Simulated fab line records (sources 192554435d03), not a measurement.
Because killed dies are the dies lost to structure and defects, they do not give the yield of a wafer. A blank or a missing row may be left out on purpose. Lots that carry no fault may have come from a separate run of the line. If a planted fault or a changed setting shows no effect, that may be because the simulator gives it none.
Matching of chambers | flow n5 finfet | pecvd-04 running N5_BEOL_M0_SAQP_HM_DEP_111: 3 sister chambers
The step deposits SiO2 from SiH4/N2O, target thk 12 nm, time 7.2 s. 14 wafers are shown with their chamber, then 6 later ones without.

## WAFERS WITH THEIR CHAMBER
wafer  | chamber | showerhead plenum p Torr (Torr) | heater power w (W) | susceptor temp C (C)
L351.1 | 1       | 8.05                            | 817                | 399.75
L351.3 | 0       | 8.06                            | 668                | 400.34
L351.5 | 0       | 8.08                            | 680                | 400.22
L353.2 | 2       | 8.13                            | 734                | 400.41
L353.5 | 0       | 8.09                            | 709                | 400.00
L353.6 | 2       | 8.13                            | 765                | 400.38
L354.1 | 2       | 8.14                            | 675                | 399.97
L354.2 | 1       | 8.04                            | 818                | 400.24
L354.4 | 0       | 8.09                            | 591                | 399.92
L357.2 | 2       | 8.13                            | 671                | 399.70
L357.4 | 1       | 8.04                            | 730                | 400.24
L357.5 | 0       | 8.05                            | 697                | 400.29
L358.1 | 2       | 8.13                            | 666                | 400.03
L358.3 | 1       | 8.06                            | 785                | 399.93

SIGNATURES, as means of the wafers listed above
reading                  | chamber 0 | chamber 1 | chamber 2 | scatter within a chamber
showerhead plenum p Torr | 8.0740    | 8.0475    | 8.1320    | 0.0123
heater power w           | 669.00    | 787.50    | 702.20    | 44.4
susceptor temp C         | 400.1540  | 400.0400  | 400.0980  | 0.247
Rule: for each reading, subtract the chamber's mean from the wafer's reading, divide by that reading's scatter and square the result; add these up over the readings and take the root, which gives the wafer's distance from the chamber. The wafer belongs to the nearest chamber; if the next one is less than 2 further off, it can't be placed. How the scatter is found: for the shown wafers, subtract from each reading the mean of its chamber, square and add these, divide the total by (wafers less chambers), then take the root.

## WAFERS MISSING THEIR CHAMBER
wafer  | showerhead plenum p Torr (Torr) | heater power w (W) | susceptor temp C (C)
L358.6 | 8.12                            | 674                | 399.76
L359.1 | 8.09                            | 697                | 400.20
L359.3 | 8.07                            | 693                | 399.89
L373.1 | 8.05                            | 688                | 400.13
L373.3 | 8.09                            | 664                | 400.22
L373.5 | 8.10                            | 691                | 400.31

## WHICH CHAMBER EACH ONE RAN IN
wafer  | from the rows above     | in truth
L358.6 | 2                       | 2
L359.1 | can't be placed: 0 or 2 | 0
L359.3 | can't be placed: 0 or 1 | 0
L373.1 | can't be placed: 0 or 1 | 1
L373.3 | 0                       | 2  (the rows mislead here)
L373.5 | can't be placed: 0 or 2 | 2
Correctly placed: 1 of 6. Not placeable from these rows: 4 (in 4, the candidates include the true chamber). Placed wrongly: 1.
